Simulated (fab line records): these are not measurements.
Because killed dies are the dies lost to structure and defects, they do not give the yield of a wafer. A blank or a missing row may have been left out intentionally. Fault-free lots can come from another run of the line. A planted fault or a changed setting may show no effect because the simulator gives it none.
Chamber matching || flow nandHarc || 4 sister chambers for NHARC_A_STAIRCASE_ETCH_253 on rieDiel-04
The step etches the open film in C4F8/O2, target depth 50 nm, time 20.2 s. 4 wafers are shown with their chamber, then 8 later ones without.

## EACH WAFER AND ITS CHAMBER
{"wafer": "L088.1", "chamber": 1, "rfVppV (V)": 896}
{"wafer": "L088.2", "chamber": 0, "rfVppV (V)": 897}
{"wafer": "L088.3", "chamber": 2, "rfVppV (V)": 898}
{"wafer": "L088.4", "chamber": 3, "rfVppV (V)": 888}

## WAFERS WITHOUT THEIR CHAMBER
{"wafer": "L088.5", "rfVppV (V)": 898}
{"wafer": "L088.6", "rfVppV (V)": 888}
{"wafer": "L090.1", "rfVppV (V)": 895}
{"wafer": "L090.2", "rfVppV (V)": 888}
{"wafer": "L090.3", "rfVppV (V)": 895}
{"wafer": "L090.4", "rfVppV (V)": 898}
{"wafer": "L090.5", "rfVppV (V)": 895}
{"wafer": "L090.6", "rfVppV (V)": 898}

## CHAMBER TAKEN BY EACH
{"wafer": "L088.5", "from the rows above": "can't be placed: 2 or 0", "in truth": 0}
{"wafer": "L088.6", "from the rows above": 3, "in truth": 3}
{"wafer": "L090.1", "from the rows above": "can't be placed: 1 or 0", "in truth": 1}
{"wafer": "L090.2", "from the rows above": 3, "in truth": 3}
{"wafer": "L090.3", "from the rows above": "can't be placed: 1 or 0", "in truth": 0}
{"wafer": "L090.4", "from the rows above": "can't be placed: 2 or 0", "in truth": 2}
{"wafer": "L090.5", "from the rows above": "can't be placed: 1 or 0", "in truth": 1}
{"wafer": "L090.6", "from the rows above": "can't be placed: 2 or 0", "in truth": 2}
2 of 8 placed correctly. From these rows, 6 cannot be placed; in 6 the true chamber is one of the candidates. Placed wrongly: 0.
How it was worked out, from the rows above alone: a wafer's distance from a chamber is the root of the sum, over the readings, of the square of ((its reading less the chamber's mean) divided by the reading's scatter). If the next closest chamber is less than 2 further off than the closest, the wafer can't be placed; otherwise it belongs to the closest. Each chamber's mean is taken over the wafers shown for it. The scatter (one wafer shown for each chamber): square how far every hidden wafer sits from the nearest shown wafer, average those squares and take the square root.
